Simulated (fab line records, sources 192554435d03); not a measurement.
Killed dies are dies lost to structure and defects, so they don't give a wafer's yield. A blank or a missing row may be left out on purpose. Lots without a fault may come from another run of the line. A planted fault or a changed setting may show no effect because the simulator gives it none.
fab line records | flow n5_finfet
record lots=24 wafers=72 last_day=17
route steps=1938 shown BEOL_M4@1088 BEOL_M5@1126
lots that met no fault: from a run of the same line without faults
start_h: hours from the record's first day to the start of the lot's first wafer shown | wait_h: hours since the lot's step before | " the same as in the row above | L1.1+2: a row that stands for several wafers | - no value, or no start given | * or withheld: withheld | < > ~ a bound
route shown NAME@n: a module of which the file shows steps, and the number in the route of the first | usual: mean/standard deviation of fault-free wafers | same: alike in all rows | chamber/n: place in a boat | sites: the reading at each site | _std_site: their standard deviation | _edge_site: outer sites' mean less inner sites' | radius_mm: how far each site lies from the wafer's centre | mask NAME#n: copy n | behind: the tool/chamber that last shaped the wafer | hold: why the lot was held/for how many hours/how that ended | device: the transistor (n, p or np) that didn't switch | end of line: the same wafers' tests at the end of the route | a step without rows: its recipe alone | killed: dies lost to structure and defects at the first sort, not the wafer's yield | map: a wafer's dies, x killed, . not, _ none there
set.NAME: the setting as run; set.NAME@STEP: as run at that earlier step | model.NAME: the simulator's own value behind a step, which no gauge read
steps of the route over a sample of lots; a table a step, a row a wafer
services: from which hour (start_h, from the record's first day; less than 0 if before it) a tool's chamber was out of use, for how many hours, and why
## steps
# step N5_BEOL_M4_SPUTTER_81
# recipe material=Cu target_thk_a=45 temp_c=-20 chamber_pressure_pa=0.07 power_w=withheld time_s=8.29
# usual chuck_sensor_temp_C=-15.9/0.47 susceptor_temp_C=-20.01/0.11 throttle_valve_pct=29.7/0.71
# columns lot.wafer tool chamber start_h wait_h chuck_sensor_temp_C susceptor_temp_C throttle_valve_pct
L074.3 pvd_sputter-01 - 159.82 0.1 -15.4 -19.99 29.9
L074.4 " - " " -15.8 -20.02 29.4
L074.5 " - " " -15.4 -19.91 29.6
L075.1 pvd_sputter-02 - 164.37 0.1 -16.2 -20.13 29.4
L075.2 " - " " -16.0 -20.09 29.9
L075.3 " - " " -16.7 -19.91 28.9
L076.2 pvd_sputter-01 - 180.36 0.1 -15.4 -19.98 29.8
L076.3 " - " " -15.5 -20.02 28.9
L076.6 " - " " -15.8 -20.03 29.5
L077.1 pvd_sputter-02 - 180.50 0.1 -16.7 -20.13 28.5
L077.3 " - " " -15.4 -20.08 30.4
L077.6 " - " " -16.1 -20.11 29.8
L078.1 pvd_sputter-03 - 182.74 0.1 -15.8 -19.84 29.4
L078.5 " - " " -16.9 -19.97 30.2
L078.6 " - " " -15.5 -20.00 30.6
L079.3 pvd_sputter-03 - 184.58 0.1 -15.6 -19.96 30.7
L079.4 " - " " -17.1 -19.84 30.1
L079.5 " - " " -15.9 -20.00 29.4
L080.2 pvd_sputter-01 - 188.81 0.1 -15.8 -20.17 29.4
L080.4 " - " " -15.5 -20.09 29.6
L080.6 " - " " -15.8 -20.02 29.5
L081.2 pvd_sputter-03 - 204.39 0.1 -16.1 -19.95 31.1
L081.3 " - " " -17.0 -19.93 30.0
L081.4 " - " " -15.5 -20.05 30.5
L082.2 pvd_sputter-01 - 214.55 0.1 -15.9 -20.01 29.6
L082.3 " - " " -15.8 -20.12 28.8
L082.6 " - " " -15.8 -20.01 29.6
L083.1 pvd_sputter-03 - 219.65 0.1 -16.2 -20.02 30.9
L083.4 " - " " -15.9 -19.88 29.1
L083.5 " - " " -15.9 -20.17 31.2
L084.1 pvd_sputter-01 - 222.70 0.1 -15.7 -20.08 29.0
L084.3 " - " " -15.4 -19.96 29.6
L084.6 " - " " -15.3 -19.90 29.6
L085.2 pvd_sputter-02 - 222.80 0.1 -16.2 -19.95 29.5
L085.3 " - " " -16.6 -20.10 28.6
L085.6 " - " " -16.7 -20.01 28.5
L086.1 pvd_sputter-01 - 240.02 0.1 -15.2 -20.31 29.9
L086.3 " - " " -16.1 -20.03 28.7
L086.4 " - " " -15.9 -19.88 29.6
L088.1 pvd_sputter-03 - 240.57 0.1 -15.3 -20.02 30.4
L088.4 " - " " -15.8 -19.96 29.1
L088.5 " - " " -15.8 -19.87 29.5
L087.1 pvd_sputter-02 - 244.85 0.1 -15.2 -19.99 30.8
L087.2 " - " " -16.8 -20.04 28.7
L087.3 " - " " -15.9 -19.90 30.1
L089.2 pvd_sputter-03 - 255.49 0.1 -16.9 -20.16 30.3
L089.5 " - " " -15.6 -20.20 30.4
L089.6 " - " " -16.8 -20.13 30.3
L090.2 pvd_sputter-02 - 263.82 0.1 -16.1 -19.98 29.4
L090.3 " - " " -15.4 -20.06 30.6
L090.5 " - " " -15.9 -20.00 29.9
L091.1 pvd_sputter-02 - 266.61 0.1 -15.8 -19.98 29.9
L091.3 " - " " -15.3 -20.12 30.4
L091.5 " - " " -15.9 -19.92 30.0
L092.2 pvd_sputter-01 - 271.87 0.1 -15.4 -19.99 29.7
L092.4 " - " " -15.7 -20.10 28.9
L092.5 " - " " -16.0 -20.11 29.6
L093.3 pvd_sputter-01 - 277.63 0.1 -15.3 -19.85 29.5
L093.5 " - " " -15.4 -19.98 29.6
L093.6 " - " " -15.8 -20.15 29.4
L094.2 pvd_sputter-02 - 281.08 0.1 -15.7 -19.94 30.1
L094.4 " - " " -15.3 -20.08 30.5
L094.6 " - " " -16.8 -19.94 28.6
L095.1 pvd_sputter-02 - 288.93 0.1 -16.2 -20.16 29.3
L095.2 " - " " -16.7 -19.83 28.6
L095.4 " - " " -15.9 -19.84 29.8
L096.1 pvd_sputter-03 - 297.54 0.1 -17.0 -20.15 29.9
L096.5 " - " " -17.1 -20.19 30.2
L096.6 " - " " -15.9 -20.06 30.9
L097.2 pvd_sputter-02 - 297.95 0.1 -16.1 -20.02 29.7
L097.5 " - " " -15.3 -19.74 30.4
L097.6 " - " " -16.7 -20.06 28.4
# step N5_BEOL_M4_PRE_CLEAN_60
# recipe gas=NH3/H2 time_s=15 temp_c=* rf_power_w=300
# usual heater_power_w=91/20 susceptor_temp_C=*
# columns lot.wafer tool chamber start_h wait_h heater_power_w susceptor_temp_C
L074.3 cvd_co-02 1 161.98 0.0 98 *
L074.4 " 2 " " 103 *
L074.5 " 0 " " 97 *
L075.1 cvd_co-01 1 166.52 0.0 121 *
L075.2 " 2 " " 68 *
L075.3 " 0 " " 75 *
L076.2 cvd_co-01 2 182.50 0.0 70 *
L076.3 " 0 " " 75 *
L076.6 " 1 " " 119 *
L077.1 cvd_co-01 1 182.77 0.0 118 *
L077.3 " 0 " " 76 *
L077.6 " 0 " " 76 *
L078.1 cvd_co-02 2 184.89 0.0 104 *
L078.5 " 0 " " 96 *
L078.6 " 2 " " 102 *
L079.3 cvd_co-01 1 186.74 0.0 118 *
L079.4 " 1 " " 119 *
L079.5 " 0 " " 77 *
L080.2 cvd_co-01 0 190.95 0.0 78 *
L080.4 " 0 " " 78 *
L080.6 " 1 " " 120 *
L081.2 cvd_co-01 0 206.54 0.0 76 *
L081.3 " 2 " " 67 *
L081.4 " 0 " " 77 *
L082.2 cvd_co-01 1 216.69 0.0 116 *
L082.3 " 0 " " 75 *
L082.6 " 2 " " 69 *
L083.1 cvd_co-01 0 221.87 0.0 77 *
L083.4 " 0 " " 77 *
L083.5 " 1 " " 118 *
L084.1 cvd_co-02 0 224.85 0.0 96 *
L084.3 " 2 " " 104 *
L084.6 " 2 " " 105 *
L085.2 cvd_co-01 2 224.95 0.0 69 *
L085.3 " 0 " " 77 *
L085.6 " 0 " " 78 *
L086.1 cvd_co-01 2 242.24 0.0 66 *
L086.3 " 0 " " 77 *
L086.4 " 0 " " 77 *
L088.1 cvd_co-01 0 242.86 0.0 77 *
L088.4 " 0 " " 77 *
L088.5 " 1 " " 119 *
L087.1 cvd_co-01 1 246.99 0.0 120 *
L087.2 " 0 " " 76 *
L087.3 " 2 " " 68 *
L089.2 cvd_co-01 2 257.63 0.0 69 *
L089.5 " 2 " " 68 *
L089.6 " 1 " " 120 *
L090.2 cvd_co-01 1 266.27 0.3 122 *
L090.3 " 2 " " 69 *
L090.5 " 1 " " 125 *
L091.1 cvd_co-01 2 268.76 0.0 70 *
L091.3 " 0 " " 76 *
L091.5 " 1 " " 123 *
L092.2 cvd_co-01 0 274.03 0.0 76 *
L092.4 " 2 " " 70 *
L092.5 " 0 " " 75 *
L093.3 cvd_co-01 0 279.88 0.1 78 *
L093.5 " 2 " " 70 *
L093.6 " 0 " " 76 *
L094.2 cvd_co-02 2 283.44 0.2 104 *
L094.4 " 2 " " 104 *
L094.6 " 0 " " 97 *
L095.1 cvd_co-01 0 291.09 0.0 77 *
L095.2 " 1 " " 118 *
L095.4 " 1 " " 121 *
L096.1 cvd_co-02 2 299.96 0.1 106 *
L096.5 " 0 " " 96 *
L096.6 " 2 " " 103 *
L097.2 cvd_co-02 1 300.10 0.0 96 *
L097.5 " 2 " " 104 *
L097.6 " 0 " " 99 *
# step N5_BEOL_M4_CO_CAP_55
# recipe material=Co target_thk_a=20 temp_c=200 precursor=CCTBA/H2 pressure_torr=30 time_s=102.1
# usual heater_power_w=243/26 susceptor_temp_C=200.03/0.17
# columns lot.wafer tool chamber start_h wait_h heater_power_w susceptor_temp_C
L074.3 cvd_co-02 1 162.02 0.0 252 199.77
L074.4 " 2 " " 260 199.96
L074.5 " 0 " " 254 200.01
L075.1 cvd_co-01 1 166.56 0.0 281 200.12
L075.2 " 2 " " 217 199.94
L075.3 " 0 " " 222 199.93
L076.2 cvd_co-01 2 182.54 0.0 208 199.94
L076.3 " 0 " " 225 200.23
L076.6 " 1 " " 274 200.13
L077.1 cvd_co-01 1 182.81 0.0 271 200.11
L077.3 " 0 " " 225 199.90
L077.6 " 0 " " 220 199.59
L078.1 cvd_co-02 2 184.93 0.0 266 200.15
L078.5 " 0 " " 254 200.35
L078.6 " 2 " " 248 199.95
L079.3 cvd_co-01 1 186.78 0.0 280 199.99
L079.4 " 1 " " 280 200.04
L079.5 " 0 " " 222 200.16
L080.2 cvd_co-01 0 190.99 0.0 223 199.80
L080.4 " 0 " " 224 199.96
L080.6 " 1 " " 280 200.16
L081.2 cvd_co-01 0 206.58 0.0 228 199.97
L081.3 " 2 " " 212 200.04
L081.4 " 0 " " 224 199.97
L082.2 cvd_co-01 1 216.73 0.0 283 200.29
L082.3 " 0 " " 225 199.94
L082.6 " 2 " " 218 200.01
L083.1 cvd_co-01 0 221.91 0.0 224 200.43
L083.4 " 0 " " 226 200.27
L083.5 " 1 " " 270 200.05
L084.1 cvd_co-02 0 224.89 0.0 246 200.13
L084.3 " 2 " " 259 199.95
L084.6 " 2 " " 263 199.67
L085.2 cvd_co-01 2 224.99 0.0 209 200.09
L085.3 " 0 " " 225 199.85
L085.6 " 0 " " 220 199.85
L086.1 cvd_co-01 2 242.28 0.0 217 199.89
L086.3 " 0 " " 229 199.96
L086.4 " 0 " " 226 199.79
L088.1 cvd_co-01 0 242.90 0.0 221 200.02
L088.4 " 0 " " 222 200.18
L088.5 " 1 " " 280 199.99
L087.1 cvd_co-01 1 247.03 0.0 276 200.15
L087.2 " 0 " " 231 200.10
L087.3 " 2 " " 216 199.87
L089.2 cvd_co-01 2 257.67 0.0 217 199.90
L089.5 " 2 " " 213 199.94
L089.6 " 1 " " 283 200.18
L090.2 cvd_co-01 1 266.31 0.0 275 200.17
L090.3 " 2 " " 211 200.12
L090.5 " 1 " " 275 199.87
L091.1 cvd_co-01 2 268.80 0.0 216 199.91
L091.3 " 0 " " 219 200.17
L091.5 " 1 " " 285 200.14
L092.2 cvd_co-01 0 274.07 0.0 228 200.14
L092.4 " 2 " " 210 200.09
L092.5 " 0 " " 224 200.08
L093.3 cvd_co-01 0 279.92 0.0 225 200.17
L093.5 " 2 " " 219 200.08
L093.6 " 0 " " 224 199.88
L094.2 cvd_co-02 2 283.48 0.0 260 200.12
L094.4 " 2 " " 261 200.10
L094.6 " 0 " " 247 200.27
L095.1 cvd_co-01 0 291.13 0.0 223 200.54
L095.2 " 1 " " 280 200.08
L095.4 " 1 " " 282 199.83
L096.1 cvd_co-02 2 300.00 0.0 265 200.22
L096.5 " 0 " " 251 200.22
L096.6 " 2 " " 265 199.83
L097.2 cvd_co-02 1 300.14 0.0 253 199.93
L097.5 " 2 " " 264 199.93
L097.6 " 0 " " 255 200.23
# step N5_BEOL_M5_CD_MEAS_11
# recipe target_cd_nm=27.74 landing_energy_ev=500 detector=se_inlens
# usual cd_nm=28.0/0.33
# columns lot.wafer tool chamber start_h wait_h cd_nm
L074.3 cd_sem-03 0 165.01 - 28.8
L074.4 " 0 " " 28.2
L074.5 " 0 " " 28.6
L075.1 cd_sem-02 0 170.71 - 28.1
L075.2 " 0 " " 28.3
L075.3 " 0 " " 28.3
L076.2 cd_sem-02 0 185.46 - 27.4
L076.3 " 0 " " 27.8
L076.6 " 0 " " 27.9
L077.1 cd_sem-03 0 186.57 - 28.7
L077.3 " 0 " " 28.2
L077.6 " 0 " " 28.2
L078.1 cd_sem-01 0 187.98 - 28.5
L078.5 " 0 " " 28.4
L078.6 " 0 " " 28.2
L079.3 cd_sem-01 0 189.68 - 27.9
L079.4 " 0 " " 27.8
L079.5 " 0 " " 27.7
L080.2 cd_sem-02 0 194.16 - 28.2
L080.4 " 0 " " 28.0
L080.6 " 0 " " 27.9
L081.2 cd_sem-03 0 209.67 - 28.4
L081.3 " 0 " " 28.4
L081.4 " 0 " " 27.9
L082.2 cd_sem-02 0 219.42 - 28.2
L082.3 " 0 " " 28.3
L082.6 " 0 " " 27.8
L083.1 cd_sem-01 0 225.19 - 28.3
L083.4 " 0 " " 28.1
L083.5 " 0 " " 28.2
L084.1 cd_sem-01 0 228.35 - 27.8
L084.3 " 0 " " 28.1
L084.6 " 0 " " 28.0
L085.2 cd_sem-02 0 228.45 - 28.2
L085.3 " 0 " " 28.3
L085.6 " 0 " " 28.1
L086.1 cd_sem-01 0 245.84 - 27.8
L086.3 " 0 " " 27.6
L086.4 " 0 " " 27.5
L088.1 cd_sem-02 0 246.04 - 27.8
L088.4 " 0 " " 27.8
L088.5 " 0 " " 28.4
L087.1 cd_sem-03 0 249.80 - 27.9
L087.2 " 0 " " 27.9
L087.3 " 0 " " 27.8
L089.2 cd_sem-03 0 262.75 - 28.2
L089.5 " 0 " " 28.1
L089.6 " 0 " " 28.2
L090.2 cd_sem-02 0 270.20 - 27.9
L090.3 " 0 " " 28.3
L090.5 " 0 " " 28.1
L091.1 cd_sem-02 0 271.25 - 28.2
L091.3 " 0 " " 27.7
L091.5 " 0 " " 27.7
L092.2 cd_sem-03 0 276.97 - 28.0
L092.4 " 0 " " 27.6
L092.5 " 0 " " 28.2
L093.3 cd_sem-02 0 283.45 - 27.9
L093.5 " 0 " " 27.8
L093.6 " 0 " " 28.0
L094.2 cd_sem-02 0 287.16 - 27.8
L094.4 " 0 " " 28.1
L094.6 " 0 " " 27.7
L095.1 cd_sem-01 0 294.54 - 28.8
L095.2 " 0 " " 28.2
L095.4 " 0 " " 28.4
L096.1 cd_sem-03 0 303.10 - 28.1
L096.5 " 0 " " 28.4
L096.6 " 0 " " 27.9
L097.2 cd_sem-02 0 303.41 - 27.7
L097.5 " 0 " " 27.8
L097.6 " 0 " " 27.8
# step N5_BEOL_M5_ETCH_72
# recipe chemistry=N2/H2 target=underlayer target_depth_a=65 mask_material=CAR-EUV time_s=5.2 ion_energy_ev=200 pressure_mtorr=30 source_w=840 bias_w=150 n2_flow_sccm=200 h2_flow_sccm=200 ends=cleared
# usual drypump_motor_current_A=5.7/0.36 etch_rf_on_time_s=5.23/0.19 oes_product_au=0.70/0.062 rf_vpp_V=525.0/2.2 showerhead_plenum_p_Torr=2.57/0.07 throttle_valve_pct=17.64/0.28
# columns lot.wafer tool chamber start_h wait_h drypump_motor_current_A etch_rf_on_time_s oes_product_au rf_hours_counter_h rf_vpp_V showerhead_plenum_p_Torr throttle_valve_pct
L074.3 rie_diel-04 0 165.17 0.0 5.4 5.29 0.63 164 528.3 2.63 17.71
L074.4 " 3 " " 6.1 5.07 0.70 107 525.0 2.54 17.16
L074.5 " 3 " " 6.1 5.04 0.71 - 524.4 2.54 17.21
L075.1 rie_diel-04 3 170.87 0.0 6.1 4.99 0.70 109 523.4 2.53 17.19
L075.2 " 1 " " 5.0 5.03 0.65 161 524.3 2.67 17.75
L075.3 " 0 " " 5.4 5.23 0.63 166 525.5 2.63 17.73
L076.2 rie_diel-01 0 185.62 0.0 5.6 5.28 0.58 242 524.4 2.49 17.80
L076.3 " 1 " " 5.7 5.51 0.71 62 526.4 2.69 17.94
L076.6 " 2 " " 5.8 5.06 0.76 - 522.7 2.48 17.88
L077.1 rie_diel-01 2 186.73 0.0 5.8 5.06 0.75 41 523.8 2.48 17.88
L077.3 " 3 " " 6.2 5.17 0.81 6 522.1 2.51 17.57
L077.6 " 2 " " 5.8 5.00 0.75 - 522.0 2.48 17.88
L078.1 rie_diel-05 0 188.14 0.0 5.0 5.00 0.61 216 526.8 2.62 17.77
L078.5 " 0 " " 5.0 5.00 0.61 - 525.7 2.62 17.81
L078.6 " 3 " " 5.8 5.58 0.77 - 526.2 2.58 17.03
L079.3 rie_diel-04 1 190.10 0.0 5.0 5.04 0.64 166 527.9 2.66 17.71
L079.4 " 3 " " 6.1 5.01 0.70 - 525.0 2.53 17.19
L079.5 " 1 " " 5.0 5.07 0.64 - 525.9 2.66 17.76
L080.2 rie_diel-01 3 194.32 0.0 6.2 5.19 0.79 8 522.6 2.51 17.54
L080.4 " 2 " " 5.8 5.02 0.76 44 522.4 2.48 17.89
L080.6 " 3 " " 6.2 5.17 0.80 - 523.1 2.51 17.55
L081.2 rie_diel-05 3 211.50 0.0 5.8 5.64 0.74 13 525.2 2.58 17.04
L081.3 " 1 " " 5.6 5.25 0.72 54 526.2 2.58 17.71
L081.4 " 0 " " 5.0 4.99 0.60 224 526.9 2.62 17.83
L082.2 rie_diel-04 3 219.58 0.0 6.1 4.97 0.70 123 523.1 2.53 17.20
L082.3 " 2 " " 6.0 5.03 0.82 11 523.3 2.59 17.74
L082.6 " 1 " " 5.0 5.03 0.63 - 529.1 2.66 17.76
L083.1 rie_diel-05 0 225.39 0.0 5.0 5.03 0.61 228 525.2 2.62 17.78
L083.4 " 1 " " 5.6 5.38 0.71 59 524.8 2.58 17.71
L083.5 " 2 " " 5.7 5.29 0.76 - 525.2 2.58 17.52
L084.1 rie_diel-01 3 228.53 0.0 6.2 5.17 0.78 14 522.8 2.51 17.58
L084.3 " 1 " " 5.7 5.49 0.69 71 529.0 2.69 17.94
L084.6 " 2 " " 5.8 5.03 0.75 - 522.1 2.47 17.91
L085.2 rie_diel-04 1 228.61 0.0 5.0 5.00 0.63 184 525.6 2.66 17.78
L085.3 " 3 " " 6.1 4.92 0.69 126 526.0 2.53 17.24
L085.6 " 1 " " 5.0 5.00 0.63 - 528.0 2.66 17.80
L086.1 rie_diel-01 1 246.02 0.0 5.7 5.44 0.68 76 527.4 2.69 17.98
L086.3 " 1 " " 5.7 5.50 0.69 - 526.4 2.69 17.95
L086.4 " 3 " " 6.2 5.07 0.78 - 520.2 2.51 17.56
L088.1 rie_diel-01 1 246.36 0.0 5.7 5.45 0.69 77 529.4 2.69 17.96
L088.4 " 1 " " 5.7 5.43 0.69 - 527.8 2.69 17.93
L088.5 " 3 " " 6.2 5.21 0.77 - 522.7 2.51 17.57
L087.1 rie_diel-01 0 250.55 0.0 5.7 5.23 0.83 0 523.7 2.48 17.34
L087.2 " 1 " " 5.7 5.53 0.69 79 528.6 2.69 17.95
L087.3 " 2 " " 5.8 5.16 0.74 56 522.3 2.47 17.90
L089.2 rie_diel-04 0 262.90 0.0 5.4 5.32 0.61 200 525.5 2.62 17.79
L089.5 " 3 " " 6.1 5.01 0.68 - 523.2 2.52 17.27
L089.6 " 0 " " 5.4 5.29 0.61 - 526.9 2.62 17.78
L090.2 rie_diel-01 3 271.08 0.0 6.2 5.16 0.74 28 521.8 2.50 17.57
L090.3 " 0 " " 5.6 5.15 0.81 6 521.8 2.48 17.35
L090.5 " 3 " " 6.2 5.13 0.77 - 523.3 2.50 17.61
L091.1 rie_diel-04 3 273.48 0.0 6.1 5.05 0.66 141 523.2 2.52 17.26
L091.3 " 1 " " 4.9 5.05 0.62 197 526.2 2.65 17.82
L091.5 " 2 " " 6.0 5.06 0.76 - 524.6 2.58 17.81
L092.2 rie_diel-01 1 277.77 0.0 5.7 5.46 0.68 89 529.3 2.68 17.97
L092.4 " 0 " " 5.7 5.17 0.78 10 522.6 2.48 17.36
L092.5 " 1 " " 5.7 5.41 0.68 - 528.8 2.68 17.97
L093.3 rie_diel-05 3 283.61 0.0 5.8 5.49 0.71 31 523.5 2.57 17.08
L093.5 " 0 " " 5.0 5.03 0.60 - 527.0 2.61 17.83
L093.6 " 3 " " 5.8 5.57 0.70 - 526.2 2.57 17.08
L094.2 rie_diel-05 3 287.31 0.0 5.8 5.53 0.72 32 524.1 2.57 17.06
L094.4 " 1 " " 5.6 5.24 0.70 73 524.0 2.58 17.72
L094.6 " 2 " " 5.7 5.32 0.74 - 524.2 2.57 17.52
L095.1 rie_diel-01 0 294.69 0.0 5.7 5.17 0.77 15 521.0 2.48 17.36
L095.2 " 1 " " 5.7 5.50 0.67 94 527.0 2.68 17.96
L095.4 " 2 " " 5.8 5.07 0.72 70 523.7 2.47 17.99
L096.1 rie_diel-05 3 303.25 0.0 5.8 5.56 0.71 35 524.5 2.57 17.08
L096.5 " 2 " " 5.7 5.32 0.73 - 524.8 2.57 17.52
L096.6 " 1 " " 5.6 5.22 0.69 - 525.6 2.57 17.77
L097.2 rie_diel-05 3 303.56 0.0 5.8 5.63 0.71 35 525.2 2.57 17.07
L097.5 " 1 " " 5.6 5.29 0.70 - 525.3 2.57 17.73
L097.6 " 3 " " 5.8 5.68 0.70 - 524.5 2.57 17.08
# step N5_BEOL_M5_VIA_ETCH_34
# recipe chemistry=C4F6/O2 target=SiCOH_lowk target_depth_a=883 mask_material=SOC taper_deg=4 time_s=39.2 ion_energy_ev=250 pressure_mtorr=30 source_w=345 bias_w=185 Ar_flow_sccm=300 C4F6_flow_sccm=10 O2_flow_sccm=10
# usual drypump_motor_current_A=5.6/0.36 oes_f_703_au=0.82/0.081 oes_o_777_au=0.82/0.086 oes_product_au=0.83/0.077 rf_vpp_V=665/15 showerhead_plenum_p_Torr=2.89/0.058 throttle_valve_pct=20.73/0.2
# columns lot.wafer tool chamber start_h wait_h drypump_motor_current_A oes_f_703_au oes_o_777_au oes_product_au rf_hours_counter_h rf_vpp_V showerhead_plenum_p_Torr throttle_valve_pct
L074.3 rie_diel-01 1 167.60 0.0 5.7 0.80 0.83 0.84 57 675 2.98 20.75
L074.4 " 3 " " 6.2 1.00 1.00 0.97 1 644 2.83 20.61
L074.5 " 3 " " 6.2 1.00 1.00 0.97 - 644 2.83 20.63
L075.1 rie_diel-01 2 172.23 0.0 5.8 0.90 0.93 0.89 38 668 2.80 21.10
L075.2 " 0 " " 5.6 0.71 0.69 0.67 238 651 2.81 20.98
L075.3 " 1 " " 5.7 0.80 0.82 0.84 58 676 2.98 20.75
L076.2 rie_diel-01 2 187.19 0.0 5.8 0.91 0.93 0.88 42 667 2.80 21.10
L076.3 " 0 " " 5.6 0.70 0.69 0.68 242 651 2.80 20.97
L076.6 " 3 " " 6.2 0.97 1.00 0.95 - 643 2.83 20.62
L077.1 rie_diel-04 3 187.88 0.0 6.1 0.80 0.81 0.82 115 693 2.90 20.62
L077.3 " 0 " " 5.4 0.71 0.70 0.75 172 661 2.95 20.90
L077.6 " 3 " " 6.1 0.80 0.80 0.81 - 691 2.90 20.62
L078.1 rie_diel-05 3 189.79 0.0 5.8 0.86 0.85 0.90 6 660 2.95 20.48
L078.5 " 3 " " 5.8 0.86 0.85 0.90 - 660 2.95 20.47
L078.6 " 0 " " 5.0 0.74 0.74 0.71 - 655 2.95 20.85
L079.3 rie_diel-05 0 192.95 0.0 5.0 0.74 0.73 0.71 217 656 2.95 20.86
L079.4 " 1 " " 5.6 0.81 0.81 0.85 47 654 2.92 20.84
L079.5 " 2 " " 5.7 0.85 0.85 0.90 - 689 2.88 20.49
L080.2 rie_diel-05 0 196.80 0.0 5.0 0.73 0.73 0.72 218 656 2.95 20.86
L080.4 " 1 " " 5.5 0.82 0.80 0.86 48 656 2.92 20.86
L080.6 " 2 " " 5.7 0.85 0.85 0.91 - 689 2.88 20.50
L081.2 rie_diel-05 1 214.75 0.0 5.6 0.80 0.79 0.84 55 655 2.92 20.87
L081.3 " 3 " " 5.8 0.84 0.83 0.86 14 658 2.95 20.46
L081.4 " 2 " " 5.7 0.84 0.84 0.88 35 691 2.88 20.50
L082.2 rie_diel-05 2 220.71 0.0 5.7 0.84 0.84 0.88 37 690 2.88 20.53
L082.3 " 3 " " 5.8 0.83 0.82 0.87 17 659 2.95 20.49
L082.6 " 1 " " 5.6 0.81 0.79 0.83 - 656 2.92 20.89
L083.1 rie_diel-04 2 227.77 0.0 6.0 0.95 0.96 0.94 15 652 2.89 20.86
L083.4 " 1 " " 5.0 0.74 0.72 0.73 183 676 2.91 20.47
L083.5 " 0 " " 5.4 0.71 0.69 0.73 - 661 2.94 20.94
L084.1 rie_diel-04 2 230.39 0.0 6.0 0.95 0.96 0.94 16 651 2.89 20.86
L084.3 " 3 " " 6.1 0.79 0.79 0.81 127 692 2.89 20.63
L084.6 " 3 " " 6.1 0.79 0.80 0.81 - 692 2.89 20.64
L085.2 rie_diel-05 1 230.57 0.0 5.6 0.80 0.79 0.84 61 656 2.92 20.87
L085.3 " 0 " " 5.0 0.72 0.73 0.70 230 655 2.94 20.87
L085.6 " 3 " " 5.8 0.83 0.82 0.87 - 660 2.95 20.51
L086.1 rie_diel-04 3 247.26 0.0 6.1 0.78 0.80 0.80 132 693 2.89 20.62
L086.3 " 0 " " 5.4 0.70 0.68 0.72 195 660 2.94 20.94
L086.4 " 2 " " 6.0 0.93 0.95 0.93 21 652 2.89 20.87
L088.1 rie_diel-04 3 247.76 0.0 6.1 0.78 0.79 0.79 132 692 2.89 20.64
L088.4 " 2 " " 6.0 0.94 0.95 0.92 21 651 2.89 20.87
L088.5 " 1 " " 4.9 0.73 0.71 0.73 - 676 2.90 20.49
L087.1 rie_diel-05 0 253.46 0.0 5.0 0.72 0.72 0.69 237 655 2.94 20.87
L087.2 " 1 " " 5.6 0.79 0.78 0.83 67 655 2.91 20.89
L087.3 " 3 " " 5.8 0.81 0.81 0.85 27 658 2.94 20.50
L089.2 rie_diel-01 2 264.03 0.0 5.8 0.88 0.90 0.85 59 667 2.79 21.14
L089.5 " 0 " " 5.6 0.96 0.95 0.93 - 652 2.80 20.60
L089.6 " 1 " " 5.7 0.77 0.80 0.81 - 676 2.97 20.78
L090.2 rie_diel-04 2 273.93 0.0 6.0 0.92 0.93 0.90 29 652 2.88 20.88
L090.3 " 0 " " 5.4 0.69 0.68 0.72 204 660 2.94 20.95
L090.5 " 2 " " 6.0 0.92 0.93 0.91 - 652 2.88 20.88
L091.1 rie_diel-01 1 275.78 0.0 5.7 0.77 0.79 0.81 88 676 2.97 20.80
L091.3 " 0 " " 5.6 0.95 0.93 0.92 9 650 2.80 20.63
L091.5 " 3 " " 6.2 0.90 0.91 0.89 - 644 2.82 20.66
L092.2 rie_diel-01 1 279.81 0.0 5.7 0.77 0.79 0.81 90 675 2.97 20.80
L092.4 " 3 " " 6.2 0.91 0.92 0.87 - 644 2.81 20.66
L092.5 " 0 " " 5.6 0.93 0.93 0.92 - 651 2.79 20.63
L093.3 rie_diel-05 2 286.41 0.0 5.7 0.82 0.81 0.86 52 688 2.87 20.54
L093.5 " 3 " " 5.8 0.81 0.80 0.85 - 659 2.94 20.52
L093.6 " 2 " " 5.7 0.81 0.81 0.87 - 691 2.87 20.54
L094.2 rie_diel-01 3 290.18 0.0 6.2 0.90 0.91 0.87 37 641 2.81 20.67
L094.4 " 1 " " 5.7 0.77 0.79 0.79 93 675 2.97 20.79
L094.6 " 2 " " 5.8 0.86 0.88 0.84 - 665 2.79 21.13
L095.1 rie_diel-01 2 297.96 0.0 5.8 0.86 0.89 0.83 71 668 2.79 21.13
L095.2 " 0 " " 5.6 0.92 0.90 0.89 16 650 2.79 20.63
L095.4 " 2 " " 5.8 0.86 0.89 0.82 - 666 2.79 21.16
L096.1 rie_diel-04 2 304.55 0.0 6.0 0.90 0.91 0.89 40 652 2.88 20.91
L096.5 " 2 " " 6.0 0.90 0.91 0.89 - 651 2.88 20.89
L096.6 " 1 " " 5.0 0.71 0.71 0.73 - 676 2.90 20.50
L097.2 rie_diel-05 3 306.99 0.0 5.8 0.81 0.79 0.84 36 661 2.94 20.51
L097.5 " 3 " " 5.8 0.81 0.79 0.83 - 660 2.94 20.53
L097.6 " 2 " " 5.7 0.81 0.80 0.86 - 690 2.87 20.55
## services
# columns tool chamber start_h hours kind
rie_diel-04 2 137.67 9.0 repair
rie_diel-01 3 146.17 - clean
rie_diel-01 3 146.17 - consumable_replace:focus_ring
rie_diel-01 3 146.17 16.4 scheduled_down
rie_diel-01 3 146.17 16.4 vent_cycle
cvd_co-02 - 149.86 1.0 repair
rie_diel-05 3 154.00 3.5 repair
rie_diel-04 - 156.29 1.1 repair
rie_diel-05 3 157.53 - clean
rie_diel-05 3 157.53 - consumable_replace:focus_ring
rie_diel-04 1 173.36 6.0 repair
rie_diel-05 - 200.69 1.2 repair
rie_diel-04 3 204.29 12.3 repair
rie_diel-01 - 205.20 14.6 pm
rie_diel-01 0 229.39 - clean
rie_diel-01 0 229.39 - consumable_replace:focus_ring
rie_diel-01 0 229.39 20.3 scheduled_down
rie_diel-01 0 229.39 20.3 vent_cycle
rie_diel-05 0 231.27 1.3 repair
cvd_co-01 - 237.63 2.8 pm
rie_diel-01 2 241.99 4.6 repair
cvd_co-02 - 273.87 6.9 pm
rie_diel-01 2 279.08 5.3 repair
rie_diel-05 0 301.90 5.6 repair
## key
fault none
